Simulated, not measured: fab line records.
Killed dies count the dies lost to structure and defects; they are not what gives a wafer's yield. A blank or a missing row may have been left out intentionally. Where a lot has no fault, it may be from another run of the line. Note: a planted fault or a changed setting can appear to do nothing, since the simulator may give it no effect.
fab line records + flow nandHarc
record:
- lots: 6
- wafers: 17
- lastDay: 24
route steps=1159 shown A_SLIT@802 A_SIN_REMOVE@804 A_WL_FILL@809 END@1159
lots that met no fault: taken from a fault-free run of the same line
startH: hours from the record's opening day to when the first of the lot's shown wafers began + waitH: hours since the lot's step before + " identical to the entry in the row above + L1.1+2: a row that stands for several wafers + - either no value or no given start + * or withheld: withheld + < > ~ a bound
route shown NAME@n: NAME is a module with steps in the file, n the number in the route of the first one + usual: mean/standard deviation of fault-free wafers + same: alike in all rows + chamber/n: place in a boat + sites: the reading at each site + _std_site: the values' standard deviation + _edge_site: inner sites' mean taken away from outer sites' mean + radiusMm: for every site, how far away it sits from the centre of the wafer + mask NAME#n: copy n + behind: tool/chamber where the wafer was last shaped + hold: cause of the lot's hold/its duration in hours/its outcome + device: names the non-switching transistor (n, p or np) + end of line: the same wafers' tests at the end of the route + a step given without rows: its recipe and nothing more + killed: dies that structure and defects cost at the first sort, which is not the same as the wafer's yield + map: shows each die of a wafer: x if killed, . if not, _ if none is there
set.NAME: setting as actually run; set.NAME@STEP: the setting as run at that earlier step + model.NAME: the simulator's own value behind a step, which no gauge read
lots at selected steps of the route; one table per step, one row per wafer
services: when a tool's chamber went out of use (startH, in hours from the record's first day, below 0 if earlier), for how many hours, and the reason
== steps ==
step: NHARC_A_SLIT_SRD_20
step: NHARC_A_SLIT_CD_MEAS_21
usual:
- cdNm: 290.0/1.2
| lot.wafer | tool     | chamber | startH | waitH | cdNm  |
|-----------|----------|---------|--------|-------|-------|
| L880.4    | cdSem-03 | -       | 341.39 | -     | 289.6 |
| L880.5    | "        | -       | "      | "     | 290.2 |
| L880.6    | "        | -       | "      | "     | 288.8 |
| L884.3    | cdSem-01 | -       | 376.98 | -     | 289.1 |
| L884.5    | "        | -       | "      | "     | 290.7 |
| L884.6    | "        | -       | "      | "     | 289.3 |
| L890.2    | cdSem-02 | -       | 394.86 | 0.1   | 291.1 |
| L890.3    | "        | -       | "      | "     | 289.2 |
| L890.4    | "        | -       | "      | "     | 289.2 |
| L891.3    | cdSem-02 | -       | 404.15 | -     | 288.6 |
| L891.6    | "        | -       | "      | "     | 290.1 |
| L896.4    | cdSem-02 | -       | 430.89 | -     | 291.6 |
| L896.5    | "        | -       | "      | "     | 290.6 |
| L896.6    | "        | -       | "      | "     | 292.2 |
| L899.2    | cdSem-01 | -       | 463.33 | -     | 288.8 |
| L899.3    | "        | -       | "      | "     | 290.3 |
| L899.5    | "        | -       | "      | "     | 289.6 |
step: NHARC_A_SIN_REMOVE_WET_00
recipe:
- tempC: 160
- timeS: 15300
- chemistry: H3PO4
step: NHARC_A_SIN_REMOVE_PRECLEAN_01
recipe:
- timeS: *
- tempC: 50
- bathAgeMin: 0
- chemistry: SC1
step: NHARC_A_SIN_REMOVE_SRD_02
step: NHARC_A_SIN_REMOVE_INSPECT_04
usual:
- rawDefectCount: 342/90
| lot.wafer | tool             | chamber | startH | waitH | rawDefectCount |
|-----------|------------------|---------|--------|-------|----------------|
| L880.4    | defectInspect-01 | -       | 347.42 | 0.0   | 297            |
| L880.5    | "                | -       | "      | "     | 320            |
| L880.6    | "                | -       | "      | "     | 390            |
| L884.3    | defectInspect-01 | -       | 384.65 | 0.0   | 253            |
| L884.5    | "                | -       | "      | "     | 314            |
| L884.6    | "                | -       | "      | "     | 272            |
| L890.2    | defectInspect-01 | -       | 400.82 | 0.0   | 320            |
| L890.3    | "                | -       | "      | "     | 318            |
| L890.4    | "                | -       | "      | "     | 261            |
| L891.3    | defectInspect-01 | -       | 411.85 | 0.0   | 407            |
| L891.6    | "                | -       | "      | "     | 478            |
| L896.4    | defectInspect-01 | -       | 438.61 | 0.0   | 431            |
| L896.5    | "                | -       | "      | "     | 349            |
| L896.6    | "                | -       | "      | "     | 285            |
| L899.2    | defectInspect-02 | -       | 471.05 | 0.0   | 291            |
| L899.3    | "                | -       | "      | "     | 397            |
| L899.5    | "                | -       | "      | "     | 252            |
step: NHARC_A_WL_FILL_ALD_00
recipe:
- targetThkA: 30
- pulseTimeS: 3
- aldCycles: 30
- tempC: 300
- material: Al2O3
usual:
- heaterPowerW: 501/61
- precursorPulseHeightRel: 0.999/0.02
same:
- pulseTimeS: 3
| lot.wafer | tool     | chamber | startH | waitH | heaterPowerW | precursorPulseHeightRel |
|-----------|----------|---------|--------|-------|--------------|-------------------------|
| L880.4    | aldHk-02 | 1       | 347.54 | 0.1   | 491          | 0.973                   |
| L880.6    | "        | 3       | "      | "     | 400          | 0.992                   |
| L880.5    | "        | 0       | "      | "     | 579          | 0.988                   |
| L884.3    | aldHk-01 | 3       | 384.72 | 0.1   | 534          | 0.992                   |
| L884.6    | "        | 3       | "      | "     | 543          | 0.987                   |
| L884.5    | "        | 0       | "      | "     | 480          | 1.013                   |
| L890.3    | aldHk-02 | 0       | 401.03 | 0.2   | 558          | 1.004                   |
| L890.4    | "        | 2       | "      | "     | 431          | 0.975                   |
| L890.2    | "        | 3       | "      | "     | 401          | 1.013                   |
| L891.3    | aldHk-03 | 2       | 417.28 | 5.4   | 442          | 0.968                   |
| L891.6    | "        | 3       | "      | "     | 639          | 0.976                   |
| L896.4    | aldHk-02 | 2       | 438.73 | 0.1   | 432          | 0.985                   |
| L896.5    | "        | 0       | "      | "     | 563          | 1.008                   |
| L896.6    | "        | 1       | "      | "     | 494          | 0.963                   |
| L899.2    | aldHk-01 | 3       | 471.12 | 0.1   | 549          | 1.026                   |
| L899.3    | "        | 1       | "      | "     | 488          | 1.021                   |
| L899.5    | "        | 3       | "      | "     | 529          | 1.003                   |
step: NHARC_A_WL_FILL_RTA_01
recipe:
- tempC: 1000
- timeS: 5
usual:
- lampPowerPct: 29/6
- lamp_zone_3_pct: 29/6
- wafer_temp_C_max: 1004.2/0.98
same:
- timeS: 5
| lot.wafer | tool         | chamber | startH | waitH | lampPowerPct | lamp_zone_3_pct | wafer_temp_C_max |
|-----------|--------------|---------|--------|-------|--------------|-----------------|------------------|
| L880.4    | rtpAnneal-02 | 0       | 347.83 | -     | 25           | 25              | 1004.8           |
| L880.5    | "            | 0       | "      | "     | 25           | 25              | 1004.7           |
| L880.6    | "            | 0       | "      | "     | 25           | 25              | 1004.8           |
| L884.3    | rtpAnneal-01 | 0       | 385.04 | -     | 37           | 37              | 1005.4           |
| L884.5    | "            | 0       | "      | "     | 37           | 37              | 1004.4           |
| L884.6    | "            | 0       | "      | "     | 37           | 37              | 1004.0           |
| L890.2    | rtpAnneal-02 | 0       | 401.32 | -     | 25           | 25              | 1003.2           |
| L890.3    | "            | 0       | "      | "     | 25           | 25              | 1004.9           |
| L890.4    | "            | 0       | "      | "     | 25           | 25              | 1003.1           |
| L891.3    | rtpAnneal-02 | 0       | 417.68 | -     | 25           | 25              | 1003.8           |
| L891.6    | "            | 0       | "      | "     | 25           | 25              | 1005.2           |
| L896.4    | rtpAnneal-02 | 0       | 439.36 | -     | 25           | 25              | 1005.0           |
| L896.5    | "            | 0       | "      | "     | 25           | 25              | 1003.8           |
| L896.6    | "            | 0       | "      | "     | 25           | 25              | 1004.3           |
| L899.2    | rtpAnneal-02 | 0       | 471.41 | -     | 25           | 25              | 1003.5           |
| L899.3    | "            | 0       | "      | "     | 25           | 25              | 1003.9           |
| L899.5    | "            | 0       | "      | "     | 25           | 25              | 1003.6           |
step: NHARC_A_WL_FILL_ALD_02
recipe:
- targetThkA: 20
- pulseTimeS: 3
- aldCycles: 100
- tempC: 450
- material: TiN
usual:
- heaterPowerW: 1086/120
- precursorPulseHeightRel: 1.002/0.022
same:
- pulseTimeS: 3
| lot.wafer | tool        | chamber | startH | waitH | heaterPowerW | precursorPulseHeightRel |
|-----------|-------------|---------|--------|-------|--------------|-------------------------|
| L880.4    | aldMetal-03 | 0       | 348.11 | 0.3   | 1099         | 0.984                   |
| L880.5    | "           | 2       | "      | "     | 840          | 1.038                   |
| L880.6    | "           | 3       | "      | "     | 1254         | 1.026                   |
| L884.3    | aldMetal-02 | 3       | 385.22 | 0.2   | 1271         | 1.017                   |
| L884.5    | "           | 3       | "      | "     | 1259         | 0.976                   |
| L884.6    | "           | 0       | "      | "     | 1167         | 0.980                   |
| L890.3    | aldMetal-04 | 1       | 401.51 | 0.1   | 993          | 1.000                   |
| L890.4    | "           | 2       | "      | "     | 979          | 1.003                   |
| L890.2    | "           | 0       | "      | "     | 997          | 1.058                   |
| L891.3    | aldMetal-04 | 2       | 417.88 | 0.2   | 996          | 1.005                   |
| L891.6    | "           | 2       | "      | "     | 985          | 0.995                   |
| L896.4    | aldMetal-03 | 3       | 439.49 | 0.1   | 1236         | 0.974                   |
| L896.5    | "           | 3       | "      | "     | 1296         | 1.010                   |
| L896.6    | "           | 0       | "      | "     | 1122         | 1.008                   |
| L899.3    | aldMetal-03 | 0       | 471.64 | 0.2   | 1080         | 1.000                   |
| L899.2    | "           | 2       | "      | "     | 832          | 1.028                   |
| L899.5    | "           | 3       | "      | "     | 1319         | 1.005                   |
step: NHARC_A_WL_FILL_CVD_03
recipe:
- targetThkA: 400
- tempC: 300
- pressureTorr: 40
- wf6FlowSccm: 40
- h2FlowSccm: 1600
- arFlowSccm: 1560
- timeS: 3302
- material: W
usual:
- heaterPowerW: 465/44
- mfcArSccm: 1560/4.7
- throttleValvePct: 8.09/0.22
same:
- timeS: 3302
| lot.wafer | tool    | chamber | startH | waitH | heaterPowerW | mfcArSccm | throttleValvePct |
|-----------|---------|---------|--------|-------|--------------|-----------|------------------|
| L880.4    | cvdW-02 | 0       | 349.40 | 1.0   | 453          | 1556      | 8.19             |
| L880.6    | "       | 0       | "      | "     | 464          | 1562      | 8.05             |
| L880.5    | "       | 1       | "      | "     | 415          | 1550      | 8.53             |
| L884.3    | cvdW-01 | 1       | 386.76 | 1.2   | 436          | 1561      | 8.17             |
| L884.5    | "       | 1       | "      | "     | 437          | 1560      | 7.96             |
| L884.6    | "       | 0       | "      | "     | 514          | 1556      | 8.36             |
| L890.2    | cvdW-02 | 1       | 404.55 | 2.7   | 431          | 1566      | 7.80             |
| L890.3    | "       | 1       | "      | "     | 439          | 1562      | 7.72             |
| L890.4    | "       | 0       | "      | "     | 465          | 1564      | 7.71             |
| L891.3    | cvdW-01 | 0       | 420.42 | 2.2   | 539          | 1561      | 8.45             |
| L891.6    | "       | 0       | "      | "     | 542          | 1565      | 8.43             |
| L896.4    | cvdW-02 | 1       | 444.33 | 4.5   | 431          | 1559      | 8.22             |
| L896.6    | "       | 1       | "      | "     | 424          | 1568      | 8.07             |
| L896.5    | "       | 0       | "      | "     | 451          | 1563      | 8.12             |
| L899.2    | cvdW-01 | 1       | 474.67 | 2.7   | 446          | 1562      | 8.20             |
| L899.3    | "       | 1       | "      | "     | 447          | 1560      | 8.09             |
| L899.5    | "       | 1       | "      | "     | 447          | 1555      | 7.84             |
step: NHARC_A_WL_FILL_ETCHBACK_04
recipe:
- targetDepthA: 600
- timeS: 120
- chemistry: NF3
usual:
- drypumpMotorCurrentA: 5.8/0.43
- heBacksideLeakSccm: 3.39/0.27
- oesProductAu: 1.001/0.0089
- runLengthS: 141.1/0.44
| lot.wafer | tool        | chamber | startH | waitH | drypumpMotorCurrentA | heBacksideLeakSccm | oesProductAu | rfHoursCounterH | runLengthS |
|-----------|-------------|---------|--------|-------|----------------------|--------------------|--------------|-----------------|------------|
| L880.4    | rieMetal-03 | 1       | 351.85 | 2.0   | 5.5                  | 3.37               | 0.998        | -               | 142.4      |
| L880.5    | "           | 0       | "      | "     | 5.7                  | 3.70               | 0.991        | -               | 140.7      |
| L880.6    | "           | 1       | "      | "     | 5.5                  | 3.45               | 0.987        | -               | 141.6      |
| L884.3    | rieMetal-01 | 0       | 389.21 | 2.0   | 6.5                  | 3.13               | 1.006        | -               | 140.7      |
| L884.6    | "           | 1       | "      | "     | 5.0                  | 3.03               | 1.007        | -               | 141.0      |
| L884.5    | "           | 0       | "      | "     | 6.5                  | 3.18               | 1.010        | -               | 140.9      |
| L890.2    | rieMetal-03 | 1       | 407.88 | 2.9   | 5.5                  | 3.42               | 0.989        | 3.5             | 142.2      |
| L890.4    | "           | 1       | "      | "     | 5.5                  | 3.43               | 0.990        | -               | 78.8       |
| L890.3    | "           | 0       | "      | "     | 5.7                  | 3.71               | 0.998        | -               | 140.4      |
| L891.3    | rieMetal-03 | 1       | 422.90 | 2.0   | 5.5                  | 3.42               | 0.994        | -               | 141.5      |
| L891.6    | "           | 1       | "      | "     | 5.5                  | 3.25               | 0.993        | -               | 78.5       |
| L896.4    | rieMetal-02 | 1       | 446.81 | 2.0   | 6.0                  | 3.18               | 1.001        | -               | 141.2      |
| L896.5    | "           | 0       | "      | "     | 5.9                  | 3.46               | 1.005        | -               | 140.7      |
| L896.6    | "           | 1       | "      | "     | 6.0                  | 3.17               | 1.005        | -               | 141.8      |
| L899.2    | rieMetal-01 | 0       | 477.55 | 2.4   | 6.5                  | 3.21               | 0.996        | 3.8             | 140.6      |
| L899.3    | "           | 0       | "      | "     | 6.5                  | 3.22               | 0.995        | -               | 140.6      |
| L899.5    | "           | 1       | "      | "     | 5.0                  | 3.37               | 1.010        | -               | 141.5      |
step: NHARC_A_WL_FILL_ETCHBACK_05
recipe:
- targetDepthA: 220
- timeS: 60
- tempC: 40
- chemistry: Cl2/BCl3
usual:
- drypumpMotorCurrentA: 5.8/0.43
- heBacksideLeakSccm: 3.40/0.25
- oesProductAu: 1.001/0.01
- runLengthS: 81.0/0.43
same:
- timeS: 60
| lot.wafer | tool        | chamber | startH | waitH | drypumpMotorCurrentA | heBacksideLeakSccm | oesProductAu | rfHoursCounterH | runLengthS |
|-----------|-------------|---------|--------|-------|----------------------|--------------------|--------------|-----------------|------------|
| L880.4    | rieMetal-03 | 0       | 352.02 | 0.1   | 5.7                  | 3.50               | 0.988        | -               | 80.4       |
| L880.6    | "           | 0       | "      | "     | 5.7                  | 3.57               | 0.988        | -               | 80.9       |
| L880.5    | "           | 1       | "      | "     | 5.5                  | 3.49               | 0.994        | -               | 81.5       |
| L884.3    | rieMetal-01 | 0       | 389.37 | 0.1   | 6.5                  | 3.02               | 0.997        | -               | 80.9       |
| L884.5    | "           | 0       | "      | "     | 6.5                  | 3.32               | 1.006        | -               | 80.7       |
| L884.6    | "           | 1       | "      | "     | 5.0                  | 2.99               | 1.018        | -               | 81.0       |
| L890.2    | rieMetal-03 | 1       | 408.13 | 0.2   | 5.5                  | 3.40               | 0.994        | 3.7             | 81.7       |
| L890.4    | "           | 1       | "      | "     | 5.5                  | 3.32               | 0.982        | -               | 81.5       |
| L890.3    | "           | 0       | "      | "     | 5.7                  | 3.63               | 1.004        | -               | 80.5       |
| L891.3    | rieMetal-03 | 1       | 423.08 | 0.1   | 5.5                  | 3.51               | 1.000        | -               | 81.9       |
| L891.6    | "           | 1       | "      | "     | 5.5                  | 3.36               | 0.998        | -               | 82.2       |
| L896.4    | rieMetal-02 | 1       | 446.98 | 0.1   | 6.0                  | 3.16               | 1.003        | -               | 81.1       |
| L896.5    | "           | 1       | "      | "     | 6.0                  | 3.23               | 1.012        | -               | 81.2       |
| L896.6    | "           | 0       | "      | "     | 5.9                  | 3.55               | 0.997        | -               | 80.5       |
| L899.2    | rieMetal-01 | 0       | 477.81 | 0.2   | 6.5                  | 3.19               | 0.998        | 3.9             | 80.8       |
| L899.3    | "           | 0       | "      | "     | 6.5                  | 3.13               | 0.998        | -               | 81.0       |
| L899.5    | "           | 1       | "      | "     | 5.0                  | 3.10               | 1.018        | -               | 81.5       |
step: NHARC_END_SORT_01
recipe:
- tempC: 25
usual:
- killedAtArray: 28/11
- killedAtOther: 0.5/0.87
- killedAtPeriphery: 2.9/2.2
- killedDies: 32/11
- killedOpen: 3.2/1.9
- killedShort: 1.8/1.4
same:
- grossDies: 677
| lot.wafer | tool      | chamber | startH | waitH | killedAtArray | killedAtOther | killedAtPeriphery | killedDies | killedOpen | killedShort |
|-----------|-----------|---------|--------|-------|---------------|---------------|-------------------|------------|------------|-------------|
| L884.3    | prober-01 | 0       | 494.53 | 3.0   | 39            | 0             | 2                 | 41         | 1          | 0           |
| L884.5    | prober-01 | 0       | 496.12 | 3.7   | 34            | 0             | 1                 | 35         | 3          | 1           |
| L884.6    | prober-01 | 0       | 496.92 | 4.0   | 43            | 0             | 1                 | 44         | 4          | 0           |
| L890.4    | prober-01 | 0       | 503.13 | 3.4   | 675           | 0             | 2                 | 677        | 5          | 3           |
| L891.6    | prober-02 | 0       | 520.11 | 4.0   | 673           | 0             | 4                 | 677        | 4          | 3           |
killed by level:class
L884.3 A_SLIT:chamberFilmFlake=17 A_CHANNEL_HOLE_D1:chamberFilmFlake=16 A_CONTACT:chamberFilmFlake=4 P_BONDPAD:geometricParticle:open=1 P_ZERO_WELL:chamberFilmFlake=1 A_BLC:chamberFilmFlake=1 A_STAIRCASE:chamberFilmFlake=1
L884.5 A_CHANNEL_HOLE_D1:chamberFilmFlake=14 A_SLIT:chamberFilmFlake=12 A_CONTACT:chamberFilmFlake=4 P_GATE:geometricParticle:short=1 A_CHANNEL_HOLE_D1:geometricParticle:open=1 A_BLC:geometricParticle:open=1 A_M1:geometricParticle:open=1 A_STAIRCASE:chamberFilmFlake=1
L884.6 A_CHANNEL_HOLE_D1:chamberFilmFlake=20 A_SLIT:chamberFilmFlake=16 A_CHANNEL_FILL_D1:chamberFilmFlake=2 A_CONTACT:chamberFilmFlake=2 P_CONTACT:geometricParticle:open=1 A_ONON_D1:geometricParticle:open=1 A_BLC:geometricParticle:open=1 A_M0:geometricParticle:open=1
L890.4 A_WL_FILL:areaEtchback=636 A_CHANNEL_HOLE_D1:chamberFilmFlake=11 A_SLIT:chamberFilmFlake=10 A_CONTACT:chamberFilmFlake=4 A_STAIRCASE:chamberFilmFlake=4 A_SGD_CUT:geometricParticle:short=2 A_BLC:chamberFilmFlake=2 P_CONTACT:geometricParticle:open=1
L891.6 A_WL_FILL:areaEtchback=661 A_CHANNEL_HOLE_D1:chamberFilmFlake=5 A_CONTACT:geometricParticle:open=2 P_GATE:chamberFilmFlake=2 A_CONTACT:chamberFilmFlake=2 P_GATE:geometricParticle:open=1 P_M1:geometricParticle:open=1 A_ONON_D1:geometricParticle:short=1
map L890.4 (x killed, . not)
____________x____________
_________xxxxxxx_________
_______xxxxxxxxxxx_______
______xxxxxxxxxxxxx______
_____xxxxxxxxxxxxxxx_____
____xxxxxxxxxxxxxxxxx____
____xxxxxxxxxxxxxxxxx____
___xxxxxxxxxxxxxxxxxxx___
___xxxxxxxxxxxxxxxxxxx___
__xxxxxxxxxxxxxxxxxxxxx__
__xxxxxxxxxxxxxxxxxxxxx__
_xxxxxxxxxxxxxxxxxxxxxxx_
_xxxxxxxxxxxxxxxxxxxxxxx_
_xxxxxxxxxxxxxxxxxxxxxxx_
_xxxxxxxxxxxxxxxxxxxxxxx_
_xxxxxxxxxxxxxxxxxxxxxxx_
xxxxxxxxxxxxxxxxxxxxxxxxx
xxxxxxxxxxxxxxxxxxxxxxxxx
xxxxxxxxxxxxxxxxxxxxxxxxx
xxxxxxxxxxxxxxxxxxxxxxxxx
xxxxxxxxxxxxxxxxxxxxxxxxx
_xxxxxxxxxxxxxxxxxxxxxxx_
_xxxxxxxxxxxxxxxxxxxxxxx_
_xxxxxxxxxxxxxxxxxxxxxxx_
_xxxxxxxxxxxxxxxxxxxxxxx_
_xxxxxxxxxxxxxxxxxxxxxxx_
__xxxxxxxxxxxxxxxxxxxxx__
__xxxxxxxxxxxxxxxxxxxxx__
___xxxxxxxxxxxxxxxxxxx___
___xxxxxxxxxxxxxxxxxxx___
____xxxxxxxxxxxxxxxxx____
____xxxxxxxxxxxxxxxxx____
_____xxxxxxxxxxxxxxx_____
______xxxxxxxxxxxxx______
_______xxxxxxxxxxx_______
_________xxxxxxx_________
____________x____________
map L891.6 (x killed, . not)
____________x____________
_________xxxxxxx_________
_______xxxxxxxxxxx_______
______xxxxxxxxxxxxx______
_____xxxxxxxxxxxxxxx_____
____xxxxxxxxxxxxxxxxx____
____xxxxxxxxxxxxxxxxx____
___xxxxxxxxxxxxxxxxxxx___
___xxxxxxxxxxxxxxxxxxx___
__xxxxxxxxxxxxxxxxxxxxx__
__xxxxxxxxxxxxxxxxxxxxx__
_xxxxxxxxxxxxxxxxxxxxxxx_
_xxxxxxxxxxxxxxxxxxxxxxx_
_xxxxxxxxxxxxxxxxxxxxxxx_
_xxxxxxxxxxxxxxxxxxxxxxx_
_xxxxxxxxxxxxxxxxxxxxxxx_
xxxxxxxxxxxxxxxxxxxxxxxxx
xxxxxxxxxxxxxxxxxxxxxxxxx
xxxxxxxxxxxxxxxxxxxxxxxxx
xxxxxxxxxxxxxxxxxxxxxxxxx
xxxxxxxxxxxxxxxxxxxxxxxxx
_xxxxxxxxxxxxxxxxxxxxxxx_
_xxxxxxxxxxxxxxxxxxxxxxx_
_xxxxxxxxxxxxxxxxxxxxxxx_
_xxxxxxxxxxxxxxxxxxxxxxx_
_xxxxxxxxxxxxxxxxxxxxxxx_
__xxxxxxxxxxxxxxxxxxxxx__
__xxxxxxxxxxxxxxxxxxxxx__
___xxxxxxxxxxxxxxxxxxx___
___xxxxxxxxxxxxxxxxxxx___
____xxxxxxxxxxxxxxxxx____
____xxxxxxxxxxxxxxxxx____
_____xxxxxxxxxxxxxxx_____
______xxxxxxxxxxxxx______
_______xxxxxxxxxxx_______
_________xxxxxxx_________
____________x____________
== services ==
| tool        | chamber | startH | hours | kind      |
|-------------|---------|--------|-------|-----------|
| aldMetal-02 | 0       | 326.16 | 5.4   | repair    |
| rieMetal-01 | -       | 332.00 | 9.0   | pm        |
| aldMetal-04 | 2       | 333.70 | 1.9   | repair    |
| aldMetal-03 | 1       | 340.35 | 26.9  | repair    |
| cvdW-01     | -       | 361.60 | 0.8   | repair    |
| aldMetal-02 | -       | 364.00 | 10.0  | pm        |
| aldMetal-04 | 2       | 369.80 | 5.4   | repair    |
| cvdW-02     | -       | 379.01 | 13.0  | pm        |
| rieMetal-02 | -       | 388.00 | 9.0   | pm        |
| aldMetal-03 | 0       | 402.98 | 4.0   | repair    |
| aldMetal-04 | -       | 406.00 | 10.0  | pm        |
| aldHk-02    | -       | 409.54 | 2.5   | repair    |
| aldMetal-02 | 0       | 413.39 | 7.1   | repair    |
| rieMetal-02 | 1       | 427.36 | 3.9   | repair    |
| rieMetal-01 | 0       | 434.32 | 5.3   | repair    |
| rieMetal-02 | 1       | 438.97 | 2.9   | repair    |
| aldMetal-02 | 3       | 450.54 | 24.2  | repair    |
| rieMetal-03 | -       | 453.00 | 9.0   | pm        |
| rieMetal-03 | 0       | 453.00 | 9.0   | ventCycle |
| rieMetal-03 | 1       | 453.00 | 9.0   | ventCycle |
| aldHk-02    | -       | 455.81 | 0.4   | repair    |
| rieMetal-03 | 0       | 462.00 | -     | clean     |
| aldHk-02    | -       | 463.73 | 10.0  | pm        |
| aldMetal-02 | -       | 470.47 | 1.5   | repair    |
== key ==
firstSign:
- step: NHARC_A_WL_FILL_ETCHBACK_04
- reading: runLengthS
- direction: down
- sigmas: 99+
- usual: *
- struck: *
effect:
- step: NHARC_END_SORT_01
- reading: killedAtArray
- direction: up
- sigmas: 59
- usual: 28
- struck: 674
moreKillsBornAt:
- NHARC_A_WL_FILL_ETCHBACK_04@rieMetal-03: 1297
metAt NHARC_A_WL_FILL_ETCHBACK_04
struckWafers L890.4,L891.6
laterRowsLeftOut L890.4,L891.6
testerLeftOut L890,L891
onsetBetween 351.85 407.88
fault:
- kind: processParameterDrift
- tool: rieMetal-03
- chamber: -
- onsetH: 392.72
- steps: NHARC_A_WL_FILL_ETCHBACK_04
- channel: timeS
- offset: *
- shape: step
- endH: 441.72
- scope: struckWafersOnly
- actsIn: *
- stated: *
testerLeftOut: of these lots the tester's yield and bins aren't shown, on N5 and GAA mostly nor the transistor test; their killed dies are dies lost to structure and defects alone, not to doping, threshold or leakage, so they don't give the yield
laterRowsLeftOut: the simulator's readings of these wafers behind a module that went badly wrong aren't trusted and aren't shown, but for the sort
